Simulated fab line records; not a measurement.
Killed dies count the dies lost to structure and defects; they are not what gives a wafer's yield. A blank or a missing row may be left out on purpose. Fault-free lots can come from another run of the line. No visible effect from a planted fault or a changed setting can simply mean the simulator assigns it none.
fab line records | flow nand-harc
record: lots: 12 | wafers: 36 | last-day: 24
route steps=1159 shown P_ZERO_WELL@26 P_STI@83 END@1159
lots that met no fault: taken from a fault-free run of the same line
start-h: hours from the record's opening day to when the first of the lot's shown wafers began | wait-h: hours since the lot's step before | " repeats the value in the row above | L1.1+2: one row covering several wafers at once | - no value present, or no start provided | * or withheld: withheld | < > ~ a bound
route shown NAME@n: a module of which the file shows steps, and the number in the route of the first | usual: the fault-free wafers' mean and standard deviation | same: alike in all rows | chamber/n: place in a boat | sites: per-site readings | _std_site: how widely they spread, as a standard deviation | _edge_site: inner sites' mean taken away from outer sites' mean | radius-mm: how far each site lies from the wafer's centre | mask NAME#n: copy n | behind: the last tool/chamber to shape the wafer | hold: why the lot was held/for how many hours/how that ended | device: names the non-switching transistor (n, p or np) | end of line: tests run on the same wafers once the route is complete | a step with no rows: only its recipe | killed: at the first sort, the dies lost to defects and structure; wafer yield is something else | map: a wafer's dies, marking killed ones x, the rest . and places with no die _
set.NAME: the setting that was run; set.NAME@STEP: the one run at that earlier step | model.NAME: the simulator's own value behind a step, which no gauge read
route steps across a sampled set of lots; one table per step, one row per wafer
services: from which hour (start-h, from the record's first day; less than 0 if before it) a tool's chamber was out of use, for how many hours, and why
== steps ==
step: NHARC_P_ZERO_WELL_EXPOSE_21
recipe: na: 0.6 | target-cd-nm: 720 | dose-mj: 22.31 | mask-id: P_NWELL
lot.wafer  | tool           | chamber | start-h | wait-h | mask
L739.1+3+5 | krf-scanner-02 | 0       | 14.32   | -      | P_NWELL#0
L742.1+5+6 | krf-scanner-04 | 0       | 32.32   | -      | P_NWELL#0
L744.1+2+3 | krf-scanner-04 | 0       | 44.33   | -      | P_NWELL#0
L745.1+4+5 | krf-scanner-02 | 0       | 50.41   | -      | P_NWELL#0
L747.3+4+6 | krf-scanner-03 | 0       | 62.45   | -      | P_NWELL_R1#0
L748.3+4+6 | krf-scanner-03 | 0       | 68.31   | -      | P_NWELL#0
L749.1+5+6 | krf-scanner-04 | 0       | 74.43   | -      | P_NWELL#0
L757.2+3+4 | krf-scanner-04 | 0       | 122.74  | -      | P_NWELL#0
L758.1+2+3 | krf-scanner-02 | 0       | 128.54  | -      | P_NWELL#0
L759.1+2+6 | krf-scanner-04 | 0       | 134.63  | -      | P_NWELL#0
L761.2+5+6 | krf-scanner-02 | 0       | 146.42  | -      | P_NWELL#0
L762.3+4+6 | krf-scanner-02 | 0       | 152.46  | -      | P_NWELL#0
step: NHARC_P_ZERO_WELL_CD_MEAS_24
recipe: target-cd-nm: 720 | landing-energy-ev: 500
usual: cd-nm: 719.8/1.3
lot.wafer | tool      | chamber | start-h | wait-h | cd-nm
L739.1    | cd-sem-02 | 0       | 14.48   | -      | 721.5
L739.3    | "         | 0       | "       | "      | 719.7
L739.5    | "         | 0       | "       | "      | 721.2
L742.1    | cd-sem-01 | 0       | 32.48   | -      | 719.1
L742.5    | "         | 0       | "       | "      | 719.9
L742.6    | "         | 0       | "       | "      | 720.8
L744.1    | cd-sem-02 | 0       | 44.48   | -      | 719.0
L744.2    | "         | 0       | "       | "      | 720.0
L744.3    | "         | 0       | "       | "      | 719.9
L745.1    | cd-sem-03 | 0       | 50.57   | -      | 719.5
L745.4    | "         | 0       | "       | "      | 719.7
L745.5    | "         | 0       | "       | "      | 718.0
L747.3    | cd-sem-01 | 0       | 62.61   | -      | 696.7
L747.4    | "         | 0       | "       | "      | 695.2
L747.6    | "         | 0       | "       | "      | 695.2
L748.3    | cd-sem-02 | 0       | 68.46   | -      | 719.7
L748.4    | "         | 0       | "       | "      | 718.9
L748.6    | "         | 0       | "       | "      | 717.1
L749.1    | cd-sem-01 | 0       | 74.58   | -      | 719.7
L749.5    | "         | 0       | "       | "      | 721.7
L749.6    | "         | 0       | "       | "      | 720.2
L757.2    | cd-sem-01 | 0       | 122.90  | -      | 722.2
L757.3    | "         | 0       | "       | "      | 721.0
L757.4    | "         | 0       | "       | "      | 719.6
L758.1    | cd-sem-01 | 0       | 128.70  | -      | 721.4
L758.2    | "         | 0       | "       | "      | 720.2
L758.3    | "         | 0       | "       | "      | 720.6
L759.1    | cd-sem-02 | 0       | 134.79  | -      | 718.9
L759.2    | "         | 0       | "       | "      | 720.1
L759.6    | "         | 0       | "       | "      | 719.7
L761.2    | cd-sem-02 | 0       | 146.58  | -      | 721.3
L761.5    | "         | 0       | "       | "      | 720.9
L761.6    | "         | 0       | "       | "      | 721.5
L762.3    | cd-sem-01 | 0       | 152.61  | -      | 717.7
L762.4    | "         | 0       | "       | "      | 719.8
L762.6    | "         | 0       | "       | "      | 720.2
step: NHARC_P_ZERO_WELL_INSPECT_43
usual: raw-defect-count: 13/5.2
lot.wafer | tool              | chamber | start-h | wait-h | raw-defect-count
L739.1    | defect-inspect-02 | -       | 19.44   | 0.6    | 11
L739.3    | "                 | -       | "       | "      | 12
L739.5    | "                 | -       | "       | "      | 9
L742.1    | defect-inspect-01 | -       | 37.45   | 0.6    | 15
L742.5    | "                 | -       | "       | "      | 19
L742.6    | "                 | -       | "       | "      | 22
L744.1    | defect-inspect-02 | -       | 49.62   | 0.6    | 13
L744.2    | "                 | -       | "       | "      | 13
L744.3    | "                 | -       | "       | "      | 19
L745.1    | defect-inspect-01 | -       | 55.77   | 0.6    | 11
L745.4    | "                 | -       | "       | "      | 16
L745.5    | "                 | -       | "       | "      | 22
L747.3    | defect-inspect-01 | -       | 67.72   | 0.4    | 16
L747.4    | "                 | -       | "       | "      | 17
L747.6    | "                 | -       | "       | "      | 23
L748.3    | defect-inspect-01 | -       | 73.43   | 0.4    | 13
L748.4    | "                 | -       | "       | "      | 11
L748.6    | "                 | -       | "       | "      | 1
L749.1    | defect-inspect-01 | -       | 80.21   | 1.1    | 17
L749.5    | "                 | -       | "       | "      | 20
L749.6    | "                 | -       | "       | "      | 9
L757.2    | defect-inspect-01 | -       | 127.82  | 0.5    | 27
L757.3    | "                 | -       | "       | "      | 21
L757.4    | "                 | -       | "       | "      | 17
L758.1    | defect-inspect-01 | -       | 133.88  | 0.6    | 12
L758.2    | "                 | -       | "       | "      | 13
L758.3    | "                 | -       | "       | "      | 19
L759.1    | defect-inspect-02 | -       | 139.88  | 0.6    | 27
L759.2    | "                 | -       | "       | "      | 10
L759.6    | "                 | -       | "       | "      | 9
L761.2    | defect-inspect-01 | -       | 151.72  | 0.5    | 11
L761.5    | "                 | -       | "       | "      | 8
L761.6    | "                 | -       | "       | "      | 6
L762.3    | defect-inspect-01 | -       | 157.82  | 0.4    | 17
L762.4    | "                 | -       | "       | "      | 16
L762.6    | "                 | -       | "       | "      | 12
step: NHARC_P_STI_CD_MEAS_09
recipe: target-cd-nm: 200 | landing-energy-ev: 500
usual: cd-nm: 200.7/1.5
lot.wafer | tool      | chamber | start-h | wait-h | cd-nm
L739.1    | cd-sem-03 | 0       | 35.04   | -      | 199.0
L739.3    | "         | 0       | "       | "      | 199.6
L739.5    | "         | 0       | "       | "      | 200.7
L742.1    | cd-sem-01 | 0       | 53.28   | -      | 201.5
L742.5    | "         | 0       | "       | "      | 202.1
L742.6    | "         | 0       | "       | "      | 201.9
L744.1    | cd-sem-01 | 0       | 64.94   | -      | 204.1
L744.2    | "         | 0       | "       | "      | 203.6
L744.3    | "         | 0       | "       | "      | 203.9
L745.1    | cd-sem-01 | 0       | 71.09   | -      | 201.2
L745.4    | "         | 0       | "       | "      | 202.5
L745.5    | "         | 0       | "       | "      | 200.4
L747.3    | cd-sem-02 | 0       | 86.63   | -      | 200.7
L747.4    | "         | 0       | "       | "      | 200.7
L747.6    | "         | 0       | "       | "      | 200.7
L748.3    | cd-sem-01 | 0       | 86.80   | -      | 201.4
L748.4    | "         | 0       | "       | "      | 201.1
L748.6    | "         | 0       | "       | "      | 201.5
L749.1    | cd-sem-01 | 0       | 98.10   | -      | 199.6
L749.5    | "         | 0       | "       | "      | 200.0
L749.6    | "         | 0       | "       | "      | 200.9
L757.2    | cd-sem-02 | 0       | 144.62  | -      | 199.7
L757.3    | "         | 0       | "       | "      | 202.4
L757.4    | "         | 0       | "       | "      | 200.8
L758.1    | cd-sem-01 | 0       | 149.30  | -      | 199.2
L758.2    | "         | 0       | "       | "      | 199.8
L758.3    | "         | 0       | "       | "      | 200.5
L759.1    | cd-sem-01 | 0       | 155.11  | -      | 197.8
L759.2    | "         | 0       | "       | "      | 199.4
L759.6    | "         | 0       | "       | "      | 201.5
L761.2    | cd-sem-02 | 0       | 169.69  | -      | 201.2
L761.5    | "         | 0       | "       | "      | 201.6
L761.6    | "         | 0       | "       | "      | 201.4
L762.3    | cd-sem-02 | 0       | 169.86  | -      | 199.8
L762.4    | "         | 0       | "       | "      | 200.2
L762.6    | "         | 0       | "       | "      | 201.4
step: NHARC_P_STI_ETCH_31
recipe: target-depth-a: 1089 | time-s: 54.5 | cf4-flow-sccm: 100 | chf3-flow-sccm: 30 | ar-flow-sccm: 0 | rf-w: 500 | bias-w: 200 | chemistry: CF4/CHF3
usual: bias-w: 200.0/0.62 | chf3-flow-sccm: 30.00/0.1 | drypump-motor-current-A: 5.6/0.42 | oes-product-au: 0.962/0.016 | rf-vpp-V: 371.1/1.8 | showerhead-plenum-p-Torr: 1.59/0.046 | throttle-valve-pct: 16.804/0.0094
lot.wafer | tool        | chamber | start-h | wait-h | bias-w | chf3-flow-sccm | drypump-motor-current-A | oes-product-au | rf-hours-counter-h | rf-vpp-V | showerhead-plenum-p-Torr | throttle-valve-pct
L739.1    | rie-diel-04 | 3       | -       | -      | 200.3  | 29.85          | 5.5                     | 0.948          | 3.1                | 371.7    | 1.59                     | 16.796
L739.3    | "           | 0       | "       | "      | 199.3  | 30.01          | 6.0                     | 0.953          | 3.2                | 370.4    | 1.58                     | 16.785
L739.5    | "           | 2       | "       | "      | 200.7  | 30.05          | 6.7                     | 0.976          | -                  | 373.5    | 1.63                     | 16.814
L742.1    | rie-diel-10 | 3       | -       | -      | 200.4  | 29.98          | 5.3                     | 0.967          | 1.3                | 369.0    | 1.51                     | 16.801
L742.5    | "           | 1       | "       | "      | 199.5  | 30.10          | 5.5                     | 0.965          | -                  | 372.2    | 1.64                     | 16.798
L742.6    | "           | 2       | "       | "      | 200.8  | 30.11          | 5.5                     | 0.952          | -                  | 371.4    | 1.55                     | 16.807
L744.1    | rie-diel-10 | 0       | -       | -      | 200.7  | 30.10          | 5.8                     | 0.982          | 1.6                | 369.3    | 1.53                     | 16.814
L744.2    | "           | 1       | "       | "      | 199.2  | 30.13          | 5.5                     | 0.953          | 1.6                | 373.6    | 1.64                     | 16.778
L744.3    | "           | 2       | "       | "      | 200.3  | 30.04          | 5.5                     | 0.955          | 1.1                | 369.0    | 1.55                     | 16.795
L745.1    | rie-diel-04 | 0       | -       | -      | 199.7  | 29.81          | 6.0                     | 0.969          | 4.3                | 370.6    | 1.58                     | 16.806
L745.4    | "           | 1       | "       | "      | 199.6  | 30.13          | 5.1                     | 0.974          | 3.4                | 371.7    | 1.57                     | 16.806
L745.5    | "           | 2       | "       | "      | 199.5  | 30.18          | 6.7                     | 0.952          | -                  | 372.5    | 1.63                     | 16.784
L747.3    | rie-diel-04 | 1       | -       | -      | 199.4  | 30.03          | 5.1                     | 0.988          | 3.9                | 370.6    | 1.57                     | 16.804
L747.4    | "           | 3       | "       | "      | 199.5  | 29.99          | 5.5                     | 0.960          | 4.8                | 370.3    | 1.59                     | 16.796
L747.6    | "           | 0       | "       | "      | 200.2  | 29.86          | 6.1                     | 0.978          | -                  | 369.9    | 1.58                     | 16.821
L748.4    | rie-diel-03 | 1       | -       | -      | 199.4  | 30.07          | 5.6                     | 0.976          | 2.4                | 370.9    | 1.62                     | 16.810
L748.3    | "           | 2       | "       | "      | 199.6  | 30.05          | 5.4                     | 0.958          | 2.5                | 372.2    | 1.65                     | 16.790
L748.6    | "           | 1       | "       | "      | 200.6  | 30.03          | 5.6                     | 0.963          | -                  | 372.3    | 1.62                     | 16.819
L749.1    | rie-diel-10 | 0       | -       | -      | 201.2  | 29.96          | 5.7                     | 0.989          | 2.3                | 367.6    | 1.53                     | 16.796
L749.5    | "           | 1       | "       | "      | 200.3  | 30.11          | 5.5                     | 0.968          | -                  | 372.3    | 1.64                     | 16.803
L749.6    | "           | 2       | "       | "      | 199.4  | 29.97          | 5.6                     | 0.964          | -                  | 368.5    | 1.55                     | 16.794
L757.4    | rie-diel-10 | 2       | -       | -      | 201.0  | 30.19          | 5.6                     | 0.970          | 3.2                | 369.5    | 1.55                     | 16.802
L757.3    | "           | 3       | "       | "      | 199.8  | 30.17          | 5.3                     | 0.966          | 2.9                | 366.2    | 1.51                     | 16.821
L757.2    | "           | 0       | "       | "      | 200.5  | 30.08          | 5.7                     | 0.959          | 3.7                | 369.6    | 1.53                     | 16.816
L758.1    | rie-diel-04 | 0       | -       | -      | 199.8  | 29.98          | 6.1                     | 0.959          | 1.1                | 369.7    | 1.58                     | 16.805
L758.3    | "           | 1       | "       | "      | 199.6  | 30.14          | 5.1                     | 0.950          | 1.1                | 370.4    | 1.57                     | 16.807
L758.2    | "           | 2       | "       | "      | 199.0  | 30.06          | 6.7                     | 0.947          | 1.3                | 373.7    | 1.63                     | 16.790
L759.1    | rie-diel-04 | 2       | -       | -      | 199.0  | 29.93          | 6.7                     | 0.972          | 1.8                | 372.1    | 1.63                     | 16.805
L759.2    | "           | 0       | "       | "      | 199.9  | 29.91          | 6.0                     | 0.961          | 1.6                | 370.4    | 1.58                     | 16.809
L759.6    | "           | 3       | "       | "      | 201.0  | 30.06          | 5.6                     | 0.959          | -                  | 371.7    | 1.59                     | 16.801
L761.2    | rie-diel-10 | 2       | -       | -      | 199.8  | 29.92          | 5.6                     | 0.957          | 3.9                | 369.3    | 1.55                     | 16.818
L761.6    | "           | 1       | "       | "      | 199.7  | 29.91          | 5.6                     | 0.970          | -                  | 374.0    | 1.64                     | 16.811
L761.5    | "           | 2       | "       | "      | 199.0  | 30.01          | 5.5                     | 0.959          | -                  | 370.0    | 1.55                     | 16.804
L762.4    | rie-diel-04 | 3       | -       | -      | 200.2  | 29.85          | 5.5                     | 0.914          | 2.3                | 372.2    | 1.59                     | 16.818
L762.3    | "           | 1       | "       | "      | 200.7  | 30.11          | 5.1                     | 0.939          | 2.1                | 371.9    | 1.57                     | 16.806
L762.6    | "           | 3       | "       | "      | 199.9  | 29.90          | 5.5                     | 0.926          | -                  | 371.6    | 1.59                     | 16.790
step: NHARC_END_SORT_01
recipe: temp-c: 25
usual: killed-at-array: 27/9.8 | killed-at-other: 0.6/0.83 | killed-at-periphery: 3.5/2.4 | killed-dies: 31/9.6 | killed-open: 3.1/1.9 | killed-short: 2.0/1.5
same: gross-dies: 677
lot.wafer | tool      | chamber | start-h | wait-h | killed-at-array | killed-at-other | killed-at-periphery | killed-dies | killed-open | killed-short
L757.2    | prober-01 | 0       | 568.25  | 2.8    | 27              | 0               | 6                   | 33          | 2           | 4
L757.3    | prober-01 | 0       | 569.05  | 3.1    | 28              | 0               | 4                   | 32          | 1           | 4
L757.4    | prober-01 | 0       | 569.86  | 3.4    | 28              | 0               | 5                   | 33          | 2           | 1
killed by level:class
L757.2 A_CHANNEL_HOLE_D1:chamber-film-flake=21 P_M1:chamber-film-flake=4 P_CONTACT:geometric-particle:open=1 A_ONON_D1:geometric-particle:short=1 A_CHANNEL_FILL_D1:geometric-particle:short=1 A_STAIRCASE:geometric-particle:short=1 A_CONTACT:geometric-particle:short=1 A_M0:geometric-particle:open=1
L757.3 A_CHANNEL_HOLE_D1:chamber-film-flake=19 P_M1:chamber-film-flake=3 A_WL_FILL:geometric-particle:short=2 A_M0:chamber-film-flake=2 A_ONON_D1:geometric-particle:short=1 A_CHANNEL_FILL_D1:geometric-particle:short=1 A_CONTACT:geometric-particle:open=1 P_ZERO_WELL:chamber-film-flake=1
L757.4 A_CHANNEL_HOLE_D1:chamber-film-flake=20 P_M1:chamber-film-flake=5 A_CONTACT:chamber-film-flake=3 A_CHANNEL_FILL_D1:geometric-particle:short=1 A_WL_FILL:geometric-particle:open=1 A_BLC:geometric-particle:open=1 A_CHANNEL_FILL_D1:chamber-film-flake=1 A_M0:chamber-film-flake=1
== services ==
tool           | chamber | start-h | hours | kind
rie-diel-04    | 0       | -7.10   | -     | clean
rie-diel-04    | 1       | -7.10   | -     | clean
krf-scanner-03 | -       | -4.00   | 4.0   | pm
rie-diel-10    | -       | -0.50   | 9.0   | pm
rie-diel-03    | 3       | 11.91   | 20.9  | repair
rie-diel-03    | -       | 13.05   | 0.4   | repair
rie-diel-04    | -       | 19.04   | 0.9   | repair
rie-diel-03    | 2       | 19.69   | 1.4   | repair
rie-diel-10    | 2       | 32.64   | 3.3   | repair
krf-scanner-02 | -       | 38.00   | 4.0   | pm
rie-diel-03    | -       | 38.30   | 9.0   | pm
krf-scanner-04 | -       | 58.96   | 0.9   | repair
rie-diel-03    | 0       | 70.82   | 10.4  | repair
krf-scanner-03 | -       | 89.40   | 0.2   | repair
krf-scanner-02 | -       | 95.36   | 2.1   | repair
rie-diel-10    | 3       | 100.15  | 19.4  | repair
rie-diel-04    | -       | 111.90  | 9.0   | pm
rie-diel-03    | 3       | 117.88  | 47.0  | repair
krf-scanner-04 | -       | 126.00  | 4.0   | pm
krf-scanner-03 | -       | 145.10  | 0.6   | repair
rie-diel-03    | 2       | 146.31  | 4.8   | repair
rie-diel-10    | 0       | 146.69  | 5.3   | repair
rie-diel-03    | 2       | 158.31  | 7.9   | repair
krf-scanner-03 | -       | 168.00  | 4.0   | pm
== key ==
first-sign: step: NHARC_P_ZERO_WELL_EXPOSE_21 | reading: mask | direction: changed
effect: step: NHARC_P_ZERO_WELL_CD_MEAS_24 | reading: cd-nm | direction: down | sigmas: 18 | usual: 719.8 | struck: 695.7
met-at NHARC_P_ZERO_WELL_EXPOSE_21
struck-lots L747
tester-left-out L747
not-acting-at NHARC_P_ZERO_WELL_INSPECT_43,NHARC_P_STI_CD_MEAS_09,NHARC_P_STI_ETCH_31
fault: kind: wrong-mask | tool: any | chamber: - | onset-h: 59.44 | steps: NHARC_P_ZERO_WELL_EXPOSE_21 | aux-copy: P_NWELL_R1#0 | cd-offset-nm: -22.412 | scope: struck-lots-only
tester-left-out: of these lots the tester's yield and bins aren't shown, on N5 and GAA mostly nor the transistor test; their killed dies are dies lost to structure and defects alone, not to doping, threshold or leakage, so they don't give the yield
